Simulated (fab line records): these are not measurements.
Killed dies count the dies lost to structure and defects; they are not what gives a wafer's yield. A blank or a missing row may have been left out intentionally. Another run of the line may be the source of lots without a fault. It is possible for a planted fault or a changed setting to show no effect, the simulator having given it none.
fab line records	flow nand_harc
record lots=6	wafers=18	last_day=25
route steps=1159 shown A_CHANNEL_HOLE_D1@461 A_CHANNEL_FILL_D1@490 END@1159
lots untouched by any fault: they come from a run of this same line in which no faults occurred
start_h: start of the lot's first displayed wafer, in hours after the record's first day	wait_h: how many hours have passed since the lot's step before this one	" unchanged from the row above	L1.1+2: one row covering several wafers at once	- either no value or no given start	* or withheld: withheld	< > ~ a bound
route shown NAME@n: names a module that has steps shown in the file, with the first one's number in the route	usual: mean/standard deviation of fault-free wafers	same: alike in all rows	chamber/n: place in a boat	sites: each site's reading	_std_site: their standard deviation	_edge_site: outer sites' mean less inner sites'	radius_mm: for every site, how far away it sits from the centre of the wafer	mask NAME#n: copy n	behind: the tool/chamber that last shaped the wafer	hold: what put the lot on hold/how long, in hours/how the hold closed	device: whichever transistor did not switch (one of n, p or np)	end of line: tests of these same wafers at the route's end	a step given without rows: its recipe and nothing more	killed: the dies lost at the first sort to structure and to defects; this is not the yield of the wafer	map: per-die view of a wafer (x killed, . not killed, _ where there is no die)
set.NAME: the setting the step ran with; set.NAME@STEP: the setting that earlier step ran with	model.NAME: the simulator's own value behind a step, which no gauge read
lots seen at some steps along the route; tables by step, rows by wafer
## steps
# step NHARC_A_CHANNEL_HOLE_D1_DEVELOP_09
# recipe develop_time_s=35	dev_temp_c=23
# step NHARC_A_CHANNEL_HOLE_D1_CD_MEAS_10
# recipe target_cd_nm=100	landing_energy_ev=500
# usual cd_nm=100.2/0.6
lot.wafer	tool	chamber	start_h	wait_h	cd_nm
L827.2	cd_sem-01	0	188.55	-	100.8
L827.5	"	0	"	"	100.8
L827.6	"	0	"	"	100.8
L830.1	cd_sem-02	0	198.78	-	100.5
L830.3	"	0	"	"	100.0
L830.4	"	0	"	"	99.7
L834.3	cd_sem-01	0	219.57	-	99.4
L834.4	"	0	"	"	100.4
L834.5	"	0	"	"	100.3
L840.1	cd_sem-02	0	271.05	-	99.4
L840.3	"	0	"	"	99.2
L840.4	"	0	"	"	100.2
L844.3	cd_sem-02	0	281.47	-	100.6
L844.4	"	0	"	"	101.4
L844.6	"	0	"	"	100.7
L847.1	cd_sem-02	0	302.88	-	99.1
L847.3	"	0	"	"	98.9
L847.5	"	0	"	"	99.3
# step NHARC_A_CHANNEL_HOLE_D1_OVL_MEAS_11
# usual overlay_x_nm=0.5/0.86	overlay_y_nm=-0.1/0.9
lot.wafer	tool	chamber	start_h	wait_h	overlay_x_nm	overlay_y_nm
L827.2	overlay-01	-	188.63	-	1.3	-1.4
L827.5	"	-	"	"	1.0	-1.6
L827.6	"	-	"	"	1.0	-0.9
L830.1	overlay-01	-	198.87	-	0.3	-0.3
L830.3	"	-	"	"	0.9	0.3
L830.4	"	-	"	"	0.7	-0.2
L834.3	overlay-02	-	219.65	-	0.9	-0.1
L834.4	"	-	"	"	1.6	-0.2
L834.5	"	-	"	"	1.0	0.0
L840.1	overlay-02	-	271.14	-	0.0	2.1
L840.3	"	-	"	"	0.1	1.6
L840.4	"	-	"	"	0.1	1.9
L844.3	overlay-02	-	281.55	-	-0.3	0.0
L844.4	"	-	"	"	-0.1	0.5
L844.6	"	-	"	"	-0.7	0.5
L847.1	overlay-02	-	302.98	-	-0.2	1.5
L847.3	"	-	"	"	-0.1	0.9
L847.5	"	-	"	"	-0.3	1.3
# step NHARC_A_CHANNEL_HOLE_D1_INSPECT_12
# usual raw_defect_count=5/3.1
lot.wafer	tool	chamber	start_h	wait_h	raw_defect_count
L827.2	defect_inspect-01	-	188.67	0.0	3
L827.5	"	-	"	"	2
L827.6	"	-	"	"	8
L830.1	defect_inspect-02	-	198.91	0.0	7
L830.3	"	-	"	"	4
L830.4	"	-	"	"	6
L834.3	defect_inspect-01	-	219.69	0.0	5
L834.4	"	-	"	"	6
L834.5	"	-	"	"	5
L840.1	defect_inspect-01	-	271.18	0.0	2
L840.3	"	-	"	"	4
L840.4	"	-	"	"	2
L844.3	defect_inspect-02	-	281.59	0.0	3
L844.4	"	-	"	"	4
L844.6	"	-	"	"	3
L847.1	defect_inspect-01	-	303.01	0.0	3
L847.3	"	-	"	"	3
L847.5	"	-	"	"	3
# step NHARC_A_CHANNEL_HOLE_D1_DESCUM_15
# recipe time_s=3	o2_flow_sccm=200	ar_flow_sccm=0	bias_power_w=0	chemistry=O2
# step NHARC_A_CHANNEL_HOLE_D1_ETCH_38
# recipe target_depth_a=390	over_etch_frac=0.3	time_s=65	ion_energy_ev=80	cf4_flow_sccm=150	ar_flow_sccm=0	rf_w=300	bias_w=100	chemistry=CF4
# step NHARC_A_CHANNEL_HOLE_D1_ETCH_39
# recipe target_depth_a=2600	over_etch_frac=0.3	time_s=325	ion_energy_ev=200	n2_flow_sccm=150	h2_flow_sccm=150	ar_flow_sccm=0	rf_w=400	bias_w=150	chemistry=N2/H2
# step NHARC_A_CHANNEL_HOLE_D1_ETCH_34
# recipe target_depth_a=1540	time_s=77	cf4_flow_sccm=100	chf3_flow_sccm=30	ar_flow_sccm=0	rf_w=500	bias_w=200	chemistry=CF4/CHF3
# step NHARC_A_CHANNEL_HOLE_D1_ETCH_16
# recipe target_depth_a=31000	over_etch_frac=0.3	time_s=806	ion_energy_ev=150	o2_flow_sccm=400	cos_flow_sccm=20	ar_flow_sccm=0	rf_w=500	bias_w=300	chemistry=O2/COS
# step NHARC_A_CHANNEL_HOLE_D1_CD_MEAS_18
# usual cd_nm=100.3/2.8
lot.wafer	tool	chamber	start_h	wait_h	cd_nm
L827.2	cd_sem-03	-	189.85	-	102.8
L827.5	"	-	"	"	101.1
L827.6	"	-	"	"	103.3
L830.1	cd_sem-01	-	200.35	-	101.8
L830.3	"	-	"	"	103.6
L830.4	"	-	"	"	96.3
L834.3	cd_sem-03	-	220.87	-	100.9
L834.4	"	-	"	"	99.3
L834.5	"	-	"	"	102.1
L840.1	cd_sem-03	-	272.56	-	97.4
L840.3	"	-	"	"	102.3
L840.4	"	-	"	"	100.0
L844.3	cd_sem-02	-	282.76	-	98.3
L844.4	"	-	"	"	104.8
L844.6	"	-	"	"	98.8
L847.1	cd_sem-02	-	304.18	-	94.5
L847.3	"	-	"	"	99.4
L847.5	"	-	"	"	97.8
# step NHARC_A_CHANNEL_HOLE_D1_ETCH_19
# recipe bias_v=1200	source_w=2500	pressure_mtorr=15	time_s=34.5	ar_flow_sccm=375	c4f8_flow_sccm=28.8	o2_flow_sccm=96.2	temp_c=-20	target_depth_a=*	chemistry=C4F8/O2/Ar
# usual c4f8_flow_sccm=28.81/0.094	drypump_motor_current_A=5.53/0.29	esc_clamp_current_uA=0.0212/0.00058	showerhead_plenum_p_Torr=3.82/0.12	throttle_valve_pct=37.037/0.009
# same time_s=34.5
lot.wafer	tool	chamber	start_h	wait_h	c4f8_flow_sccm	drypump_motor_current_A	esc_clamp_current_uA	rf_hours_counter_h	showerhead_plenum_p_Torr	throttle_valve_pct
L827.2	har_etch-01	0	189.94	0.1	28.83	5.08	0.0213	200	3.64	37.040
L827.6	"	1	"	"	28.93	5.60	0.0203	-	3.87	37.021
L827.5	"	0	"	"	28.67	5.07	0.0213	-	3.64	37.033
L830.1	har_etch-02	1	203.58	3.2	28.70	5.89	0.0216	111	3.92	37.039
L830.4	"	1	"	"	28.81	5.84	0.0216	-	3.92	37.058
L830.3	"	0	"	"	29.04	5.59	0.0218	-	3.92	37.038
L834.3	har_etch-02	0	220.98	0.1	28.78	5.58	0.0218	-	3.92	37.041
L834.4	"	1	"	"	28.90	5.88	0.0216	-	3.92	37.028
L834.5	"	1	"	"	28.87	5.86	0.0216	-	3.92	37.046
L840.1	har_etch-01	1	272.65	0.1	28.89	5.61	0.0204	234	3.85	37.037
L840.3	"	0	"	"	28.87	5.10	0.0213	-	3.62	37.031
L840.4	"	1	"	"	28.88	5.59	0.0203	-	3.85	37.041
L844.3	har_etch-02	0	282.87	0.1	28.69	5.64	0.0218	-	3.90	37.054
L844.4	"	1	"	"	28.72	5.90	0.0216	-	3.90	37.038
L844.6	"	1	"	"	28.71	5.90	0.0217	-	3.90	37.043
L847.1	har_etch-01	1	304.26	0.1	28.79	5.59	0.0204	255	3.84	37.046
L847.3	"	1	"	"	28.82	5.60	0.0203	-	3.84	37.019
L847.5	"	0	"	"	28.61	5.09	0.0214	-	3.61	37.040
# step NHARC_A_CHANNEL_HOLE_D1_ETCH_20
# recipe bias_v=3000	source_w=withheld	pressure_mtorr=20	time_s=361.9	ar_flow_sccm=375	c4f8_flow_sccm=89.3	o2_flow_sccm=35.7	temp_c=-20	target_depth_a=16000	chemistry=C4F8/O2/Ar
# step NHARC_A_CHANNEL_HOLE_D1_ETCH_21
# recipe bias_v=3000	source_w=withheld	pressure_mtorr=20	time_s=514.3	ar_flow_sccm=375	c4f8_flow_sccm=89.3	o2_flow_sccm=35.7	temp_c=-20	target_depth_a=16000	chemistry=C4F8/O2/Ar
# usual c4f8_flow_sccm=89.34/0.25	drypump_motor_current_A=5.53/0.29	esc_clamp_current_uA=0.0212/0.00058	showerhead_plenum_p_Torr=3.77/0.12	throttle_valve_pct=32.155/0.0095
# same time_s=514.3
lot.wafer	tool	chamber	start_h	wait_h	c4f8_flow_sccm	drypump_motor_current_A	esc_clamp_current_uA	rf_hours_counter_h	showerhead_plenum_p_Torr	throttle_valve_pct
L827.2	har_etch-01	0	190.42	0.3	89.15	5.10	0.0212	200	3.60	32.185
L827.6	"	1	"	"	89.17	5.59	0.0203	-	3.82	32.151
L827.5	"	0	"	"	89.52	5.10	0.0213	-	3.60	32.164
L830.1	har_etch-02	1	204.00	0.3	89.49	5.87	0.0217	111	3.87	32.140
L830.4	"	1	"	"	89.61	5.85	0.0217	-	3.87	32.143
L830.3	"	0	"	"	89.15	5.62	0.0218	-	3.87	32.146
L834.3	har_etch-02	0	221.51	0.3	88.91	5.62	0.0218	-	3.87	32.137
L834.4	"	1	"	"	89.29	5.88	0.0216	-	3.87	32.158
L834.5	"	1	"	"	89.24	5.92	0.0216	-	3.87	32.161
L840.1	har_etch-01	1	273.14	0.3	89.60	5.60	0.0204	234	3.80	32.147
L840.3	"	0	"	"	89.03	5.08	0.0213	-	3.58	32.169
L840.4	"	1	"	"	89.64	5.62	0.0203	-	3.80	32.164
L844.3	har_etch-02	0	289.37	0.3	89.43	5.60	0.0218	-	3.85	32.168
L844.4	"	1	"	"	89.10	5.87	0.0216	-	3.85	32.146
L844.6	"	1	"	"	89.69	5.88	0.0216	-	3.85	32.154
L847.1	har_etch-01	1	304.69	0.3	89.45	5.62	0.0203	255	3.79	32.153
L847.3	"	1	"	"	88.92	5.60	0.0204	-	3.79	32.156
L847.5	"	0	"	"	89.36	5.10	0.0214	-	3.57	32.152
# step NHARC_A_CHANNEL_HOLE_D1_ETCH_22
# recipe bias_v=3000	source_w=withheld	pressure_mtorr=20	time_s=666.7	ar_flow_sccm=375	c4f8_flow_sccm=89.3	o2_flow_sccm=35.7	temp_c=-20	target_depth_a=16000	chemistry=C4F8/O2/Ar
# usual c4f8_flow_sccm=89.31/0.26	drypump_motor_current_A=5.53/0.29	esc_clamp_current_uA=0.0212/0.00058	showerhead_plenum_p_Torr=3.77/0.12	throttle_valve_pct=32.155/0.0086
# same time_s=666.7
lot.wafer	tool	chamber	start_h	wait_h	c4f8_flow_sccm	drypump_motor_current_A	esc_clamp_current_uA	rf_hours_counter_h	showerhead_plenum_p_Torr	throttle_valve_pct
L827.2	har_etch-01	0	190.87	0.4	89.46	5.09	0.0213	201	3.60	32.157
L827.6	"	1	"	"	89.45	5.61	0.0203	-	3.82	32.160
L827.5	"	0	"	"	89.33	5.08	0.0213	-	3.60	32.145
L830.1	har_etch-02	1	204.44	0.4	89.72	5.91	0.0216	111	3.87	32.134
L830.4	"	1	"	"	89.57	5.86	0.0216	-	3.87	32.172
L830.3	"	0	"	"	89.31	5.61	0.0218	-	3.87	32.156
L834.3	har_etch-02	0	221.99	0.4	88.75	5.62	0.0218	-	3.87	32.141
L834.4	"	1	"	"	89.15	5.88	0.0216	-	3.87	32.156
L834.5	"	1	"	"	89.23	5.88	0.0216	-	3.87	32.167
L840.1	har_etch-01	1	273.60	0.4	89.45	5.61	0.0204	235	3.80	32.148
L840.3	"	0	"	"	89.19	5.08	0.0213	-	3.58	32.154
L840.4	"	1	"	"	89.35	5.59	0.0204	-	3.80	32.162
L844.3	har_etch-02	0	289.85	0.4	89.70	5.59	0.0218	-	3.85	32.144
L844.4	"	1	"	"	89.03	5.88	0.0216	-	3.85	32.165
L844.6	"	1	"	"	89.19	5.88	0.0217	-	3.85	32.153
L847.1	har_etch-01	1	305.12	0.4	89.40	5.62	0.0204	256	3.79	32.160
L847.3	"	1	"	"	89.43	5.59	0.0204	-	3.79	32.150
L847.5	"	0	"	"	89.06	5.08	0.0214	-	3.57	32.144
# step NHARC_A_CHANNEL_HOLE_D1_ETCH_23
# recipe bias_v=5000	source_w=withheld	pressure_mtorr=20	time_s=819	ar_flow_sccm=375	c4f8_flow_sccm=89.3	o2_flow_sccm=35.7	temp_c=-20	target_depth_a=16000	chemistry=C4F8/O2/Ar
# usual c4f8_flow_sccm=89.25/0.26	drypump_motor_current_A=5.53/0.29	esc_clamp_current_uA=0.0212/0.00058	showerhead_plenum_p_Torr=3.77/0.12	throttle_valve_pct=32.156/0.0097
# same time_s=819
lot.wafer	tool	chamber	start_h	wait_h	c4f8_flow_sccm	drypump_motor_current_A	esc_clamp_current_uA	rf_hours_counter_h	showerhead_plenum_p_Torr	throttle_valve_pct
L827.2	har_etch-01	0	191.46	0.5	89.48	5.09	0.0213	201	3.60	32.162
L827.6	"	1	"	"	89.20	5.61	0.0203	-	3.82	32.154
L827.5	"	0	"	"	89.16	5.10	0.0213	-	3.60	32.155
L830.1	har_etch-02	1	205.01	0.5	89.26	5.89	0.0216	112	3.87	32.148
L830.4	"	1	"	"	88.74	5.87	0.0217	-	3.87	32.148
L830.3	"	0	"	"	89.42	5.64	0.0218	-	3.87	32.150
L834.3	har_etch-02	0	222.60	0.5	89.12	5.65	0.0218	-	3.87	32.148
L834.4	"	1	"	"	89.33	5.92	0.0216	-	3.87	32.150
L834.5	"	1	"	"	89.67	5.88	0.0216	-	3.87	32.159
L840.1	har_etch-01	1	274.19	0.5	89.34	5.58	0.0204	235	3.80	32.151
L840.3	"	0	"	"	89.13	5.08	0.0213	-	3.58	32.141
L840.4	"	1	"	"	89.28	5.61	0.0203	-	3.80	32.171
L844.3	har_etch-02	0	290.45	0.5	88.83	5.59	0.0219	-	3.85	32.159
L844.4	"	1	"	"	89.48	5.87	0.0216	-	3.85	32.158
L844.6	"	1	"	"	89.47	5.87	0.0216	-	3.85	32.141
L847.1	har_etch-01	1	305.69	0.5	89.57	5.60	0.0203	256	3.79	32.153
L847.3	"	1	"	"	89.05	5.60	0.0203	-	3.79	32.149
L847.5	"	0	"	"	89.22	5.08	0.0213	-	3.57	32.165
# step NHARC_A_CHANNEL_HOLE_D1_ETCH_24
# recipe bias_v=5000	source_w=withheld	pressure_mtorr=20	time_s=906.2	ar_flow_sccm=375	c4f8_flow_sccm=93.8	o2_flow_sccm=31.2	temp_c=-20	target_depth_a=15000	chemistry=C4F8/O2/Ar
# usual c4f8_flow_sccm=93.82/0.25	drypump_motor_current_A=5.53/0.29	esc_clamp_current_uA=0.0212/0.00058	showerhead_plenum_p_Torr=3.76/0.12	throttle_valve_pct=32.236/0.0094
# same time_s=906.2
lot.wafer	tool	chamber	start_h	wait_h	c4f8_flow_sccm	drypump_motor_current_A	esc_clamp_current_uA	rf_hours_counter_h	showerhead_plenum_p_Torr	throttle_valve_pct
L827.2	har_etch-01	0	192.16	0.6	94.12	5.10	0.0213	202	3.59	32.234
L827.6	"	1	"	"	93.87	5.62	0.0204	-	3.81	32.234
L827.5	"	0	"	"	94.32	5.10	0.0213	-	3.59	32.245
L830.1	har_etch-02	1	205.69	0.6	93.75	5.90	0.0216	113	3.86	32.252
L830.4	"	1	"	"	93.66	5.91	0.0216	-	3.86	32.239
L830.3	"	0	"	"	93.71	5.62	0.0218	-	3.86	32.251
L834.3	har_etch-02	0	223.31	0.6	93.82	5.64	0.0218	-	3.86	32.248
L834.4	"	1	"	"	93.80	5.91	0.0216	-	3.86	32.230
L834.5	"	1	"	"	93.75	5.92	0.0217	-	3.86	32.224
L840.1	har_etch-01	1	274.90	0.6	93.58	5.60	0.0203	236	3.79	32.248
L840.3	"	0	"	"	93.85	5.08	0.0213	-	3.57	32.224
L840.4	"	1	"	"	93.72	5.60	0.0203	-	3.79	32.233
L844.3	har_etch-02	0	291.17	0.6	94.16	5.62	0.0218	-	3.85	32.251
L844.4	"	1	"	"	94.34	5.84	0.0216	-	3.85	32.229
L844.6	"	1	"	"	94.09	5.87	0.0216	-	3.85	32.234
L847.1	har_etch-01	1	306.38	0.6	94.03	5.57	0.0204	257	3.78	32.243
L847.3	"	1	"	"	93.69	5.58	0.0203	-	3.78	32.229
L847.5	"	0	"	"	93.72	5.12	0.0213	-	3.56	32.225
# step NHARC_A_CHANNEL_HOLE_D1_ETCH_25
# recipe bias_v=5000	source_w=withheld	pressure_mtorr=20	time_s=1040.2	ar_flow_sccm=375	c4f8_flow_sccm=93.8	o2_flow_sccm=31.2	temp_c=-20	target_depth_a=15000	chemistry=C4F8/O2/Ar
# usual c4f8_flow_sccm=93.81/0.28	drypump_motor_current_A=5.53/0.29	esc_clamp_current_uA=0.0212/0.00058	showerhead_plenum_p_Torr=3.76/0.12	throttle_valve_pct=32.234/0.0093
# same time_s=1040.2
lot.wafer	tool	chamber	start_h	wait_h	c4f8_flow_sccm	drypump_motor_current_A	esc_clamp_current_uA	rf_hours_counter_h	showerhead_plenum_p_Torr	throttle_valve_pct
L827.2	har_etch-01	0	192.94	0.7	93.37	5.09	0.0213	203	3.59	32.228
L827.6	"	1	"	"	94.24	5.60	0.0203	-	3.81	32.240
L827.5	"	0	"	"	92.93	5.08	0.0213	-	3.59	32.245
L830.1	har_etch-02	1	206.46	0.6	93.94	5.87	0.0216	114	3.86	32.226
L830.4	"	1	"	"	93.51	5.87	0.0216	-	3.86	32.237
L830.3	"	0	"	"	94.21	5.61	0.0218	-	3.86	32.230
L834.3	har_etch-02	0	224.11	0.7	93.77	5.61	0.0218	-	3.86	32.235
L834.4	"	1	"	"	93.51	5.89	0.0216	-	3.86	32.251
L834.5	"	1	"	"	93.40	5.89	0.0216	-	3.86	32.224
L840.1	har_etch-01	1	275.69	0.7	94.14	5.61	0.0204	237	3.79	32.234
L840.3	"	0	"	"	93.42	5.10	0.0213	-	3.57	32.226
L840.4	"	1	"	"	93.65	5.60	0.0204	-	3.79	32.241
L844.3	har_etch-02	0	291.99	0.7	93.27	5.57	0.0219	-	3.85	32.232
L844.4	"	1	"	"	94.04	5.88	0.0215	-	3.85	32.233
L844.6	"	1	"	"	94.02	5.86	0.0216	-	3.85	32.225
L847.1	har_etch-01	1	307.14	0.6	93.77	5.59	0.0204	258	3.78	32.240
L847.3	"	1	"	"	93.58	5.59	0.0204	-	3.78	32.234
L847.5	"	0	"	"	93.93	5.09	0.0213	-	3.56	32.242
# step NHARC_A_CHANNEL_HOLE_D1_ETCH_26
# recipe bias_v=300	source_w=2000	pressure_mtorr=30	time_s=224.1	ar_flow_sccm=375	c4f8_flow_sccm=11.4	o2_flow_sccm=113.6	temp_c=-20	target_depth_a=3000	chemistry=C4F8/O2/Ar
# step NHARC_A_CHANNEL_HOLE_D1_ETCH_33
# recipe bias_v=400	source_w=2000	pressure_mtorr=25	time_s=90	ar_flow_sccm=375	c4f8_flow_sccm=41.7	o2_flow_sccm=83.3	temp_c=-20	target_depth_a=4000	chemistry=C4F8/O2/Ar
# step NHARC_A_CHANNEL_HOLE_D1_STRIP_41
# recipe n2_flow_sccm=150	h2_flow_sccm=150	ar_flow_sccm=0	bias_w=0	chemistry=N2/H2
# step NHARC_A_CHANNEL_HOLE_D1_STRIP_42
# recipe cf4_flow_sccm=100	chf3_flow_sccm=30	ar_flow_sccm=0	bias_w=0	chemistry=CF4/CHF3
# step NHARC_A_CHANNEL_HOLE_D1_STRIP_43
# recipe o2_flow_sccm=400	cos_flow_sccm=20	ar_flow_sccm=0	bias_w=0	chemistry=O2/COS
# step NHARC_A_CHANNEL_HOLE_D1_ETCH_44
# recipe target_depth_a=1400	overetch_a=140	time_s=77	ion_energy_ev=100	cf4_flow_sccm=80	o2_flow_sccm=20	ar_flow_sccm=0	rf_w=300	bias_w=100	chemistry=CF4/O2
# step NHARC_A_CHANNEL_HOLE_D1_STRIP_27
# recipe o2_flow_sccm=500	ar_flow_sccm=0	bias_w=0	chemistry=O2
# step NHARC_A_CHANNEL_HOLE_D1_PRECLEAN_28
# recipe time_s=*	temp_c=50	bath_age_min=0	chemistry=SC1
# step NHARC_A_CHANNEL_HOLE_D1_SRD_29
# step NHARC_A_CHANNEL_HOLE_D1_CD_MEAS_30
# usual cd_nm=90.0/1.9
lot.wafer	tool	chamber	start_h	wait_h	cd_nm
L827.2	cd_sem-01	-	195.42	-	89.5
L827.5	"	-	"	"	91.4
L827.6	"	-	"	"	87.5
L830.1	cd_sem-03	-	209.06	-	88.6
L830.3	"	-	"	"	92.3
L830.4	"	-	"	"	92.5
L834.3	cd_sem-02	-	226.44	-	86.4
L834.4	"	-	"	"	91.4
L834.5	"	-	"	"	90.6
L840.1	cd_sem-01	-	278.17	-	92.3
L840.3	"	-	"	"	88.5
L840.4	"	-	"	"	91.5
L844.3	cd_sem-03	-	294.33	-	91.4
L844.4	"	-	"	"	89.7
L844.6	"	-	"	"	91.9
L847.1	cd_sem-02	-	309.76	-	90.8
L847.3	"	-	"	"	88.4
L847.5	"	-	"	"	86.0
# step NHARC_A_CHANNEL_HOLE_D1_XSEM_31
# recipe landing_energy_ev=35000
# step NHARC_A_CHANNEL_HOLE_D1_INSPECT_40
# usual raw_defect_count=66/17
lot.wafer	tool	chamber	start_h	wait_h	raw_defect_count
L827.2	defect_inspect-02	-	195.61	-	64
L827.5	"	-	"	"	84
L827.6	"	-	"	"	83
L830.1	defect_inspect-01	-	209.24	-	610
L830.3	"	-	"	"	44
L830.4	"	-	"	"	590
L834.3	defect_inspect-02	-	226.63	-	80
L834.4	"	-	"	"	623
L834.5	"	-	"	"	621
L840.1	defect_inspect-01	-	278.35	-	83
L840.3	"	-	"	"	90
L840.4	"	-	"	"	80
L844.3	defect_inspect-01	-	294.53	-	42
L844.4	"	-	"	"	40
L844.6	"	-	"	"	51
L847.1	defect_inspect-01	-	309.94	-	79
L847.3	"	-	"	"	83
L847.5	"	-	"	"	79
# step NHARC_A_CHANNEL_FILL_D1_PRECLEAN_00
# recipe time_s=*	temp_c=50	bath_age_min=0	chemistry=SC1
# step NHARC_END_SORT_01
# recipe temp_c=25
# usual killed_at_array=28/11	killed_at_other=0.7/0.88	killed_at_periphery=3.1/2.2	killed_dies=31/12	killed_open=3.3/2	killed_short=2.0/1.6
# same gross_dies=677
lot.wafer	tool	chamber	start_h	wait_h	killed_at_array	killed_at_other	killed_at_periphery	killed_dies	killed_open	killed_short
L830.1	prober-02	0	467.06	2.5	62	0	2	64	1	2
L830.3	prober-02	0	468.67	3.1	11	0	1	12	4	1
L830.4	prober-02	0	469.48	3.4	69	1	5	75	3	5
L834.3	prober-02	0	489.28	3.1	34	2	4	40	7	5
L834.4	prober-02	0	490.08	3.4	81	1	0	82	2	1
L834.5	prober-02	0	490.87	3.7	82	2	1	85	5	3
L844.3	prober-02	0	571.66	3.1	9	1	1	11	3	2
L844.4	prober-02	0	572.46	3.4	11	1	1	13	2	2
L844.6	prober-02	0	574.07	4.0	11	0	2	13	3	2
# killed by level:class
L830.1 A_CHANNEL_HOLE_D1:unspecified=57 A_CONTACT:chamber_film_flake=2 P_CONTACT:geometric_particle:short=1 P_M0:geometric_particle:open=1 A_WL_FILL:geometric_particle:short=1 A_CHANNEL_HOLE_D1:chamber_film_flake=1 A_BLC:chamber_film_flake=1
L830.3 A_CONTACT:geometric_particle:open=2 A_M0:geometric_particle:open=2 A_CHANNEL_HOLE_D1:chamber_film_flake=2 A_CONTACT:chamber_film_flake=2 A_SLIT:chamber_film_flake=1 A_CHANNEL_FILL_D1:geometric_particle:short=1 P_ZERO_WELL:chamber_film_flake=1 A_WL_FILL:chamber_film_flake=1
L830.4 A_CHANNEL_HOLE_D1:unspecified=60 P_GATE:geometric_particle:short=3 P_GATE:chamber_film_flake=2 A_CONTACT:chamber_film_flake=2 A_ONON_D1:geometric_particle:open=1 A_WL_FILL:geometric_particle:short=1 A_CONTACT:geometric_particle:open=1 A_CONTACT:geometric_particle:short=1
L834.3 A_SLIT:chamber_film_flake=15 A_BLC:chamber_film_flake=6 A_STAIRCASE:chamber_film_flake=3 P_M0:geometric_particle:open=2 A_WL_FILL:geometric_particle:open=2 A_M0:geometric_particle:short=2 STARTING-WAFER:geometric_particle:short=2 A_CHANNEL_HOLE_D1:chamber_film_flake=2
L834.4 A_CHANNEL_HOLE_D1:unspecified=62 A_SLIT:chamber_film_flake=5 A_WL_FILL:chamber_film_flake=5 A_BLC:chamber_film_flake=4 A_STAIRCASE:chamber_film_flake=2 A_ONON_D1:geometric_particle:short=1 A_STAIRCASE:geometric_particle:open=1 A_CONTACT:geometric_particle:open=1
L834.5 A_CHANNEL_HOLE_D1:unspecified=61 A_STAIRCASE:chamber_film_flake=6 A_SLIT:chamber_film_flake=4 A_SOURCE_PLATE:geometric_particle:open=2 A_CHANNEL_HOLE_D1:chamber_film_flake=2 A_CHANNEL_HOLE_D1:geometric_particle:short=1 A_SGD_CUT:geometric_particle:open=1 A_SGD_CUT:geometric_particle:short=1
L844.3 A_CHANNEL_HOLE_D1:chamber_film_flake=4 A_WL_FILL:geometric_particle:short=2 P_GATE:geometric_particle:open=1 A_WL_FILL:geometric_particle:open=1 STARTING-WAFER:geometric_particle:open=1 A_CHANNEL_FILL_D1:chamber_film_flake=1 A_STAIRCASE:chamber_film_flake=1
L844.4 A_CHANNEL_HOLE_D1:chamber_film_flake=5 A_SGD_CUT:geometric_particle:short=1 A_CONTACT:geometric_particle:open=1 A_BLC:geometric_particle:open=1 A_M1:geometric_particle:short=1 P_ZERO_WELL:chamber_film_flake=1 A_STAIRCASE:chamber_film_flake=1 A_WL_FILL:chamber_film_flake=1
L844.6 A_CHANNEL_HOLE_D1:chamber_film_flake=7 A_CONTACT:geometric_particle:open=2 P_M1:geometric_particle:open=1 A_CHANNEL_HOLE_D1:geometric_particle:short=1 A_WL_FILL:geometric_particle:short=1 P_STI:chamber_film_flake=1
# map L830.4 (x killed, . not)
____________.____________
_________......._________
_______..........._______
______.............______
_____..............._____
____.................____
____x..............x.____
___...................___
___...................___
__..........x......x...__
__x....................__
_......................._
_......................._
_......................._
_........x....x........x_
_....................x.._
.......................xx
.....................xxxx
x...............x...xxxxx
.............x.....xxxxxx
.............x....xxxxxxx
_...................xxxx_
_.................xxxxxx_
_..x.x............xxxxxx_
_.................xxxxxx_
_..................xxxxx_
__x...............xxxxx__
__...................xx__
___...................___
___...................___
____..x..............____
____.................____
_____..............._____
______.............______
_______..........._______
_________......._________
____________.____________
# map L834.5 (x killed, . not)
____________.____________
_________......._________
_______..........._______
______...x.........______
_____......x........_____
____...x.............____
____.................____
___...................___
___...................___
__............x........__
__.....................__
_................x......_
_......................._
_......................._
_......................._
_......................._
...................x.x.x.
.......x........x..xxxxxx
.....x.x...........xxxxxx
..........xxx.......xxxxx
..................xxxxxxx
_.................xxxxxx_
_............x.....xxxxx_
_............x....xxxxxx_
_..................xxxxx_
_................x.xxxxx_
__.................xxxx__
__.................xxxx__
___...........x.x..xxx___
___.x..............x..___
____.................____
____.....x...........____
_____..............._____
______.............______
_______..........._______
_________......._________
____________.____________
## key
first_sign step=NHARC_A_CHANNEL_HOLE_D1_INSPECT_40	reading=raw_defect_count	direction=up	sigmas=32	usual=66	struck=611
effect step=NHARC_END_SORT_01	reading=killed_at_array	direction=up	sigmas=4	usual=28	struck=74
more_kills_born_at NHARC_A_CHANNEL_HOLE_D1_ETCH_21@har_etch-02=223
met_at NHARC_A_CHANNEL_HOLE_D1_ETCH_21
struck_wafers L830.1,L830.4,L834.4,L834.5
tester_left_out L830,L834
fault kind=chamber_particle_source	tool=har_etch-02	chamber=1	onset_h=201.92	steps=NHARC_A_CHANNEL_HOLE_D1_ETCH_21	rate_per_visit_cm2=0.86744	end_h=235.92
# tester_left_out: of these lots the tester's yield and bins aren't shown, on N5 and GAA mostly nor the transistor test; their killed dies are dies lost to structure and defects alone, not to doping, threshold or leakage, so they don't give the yield
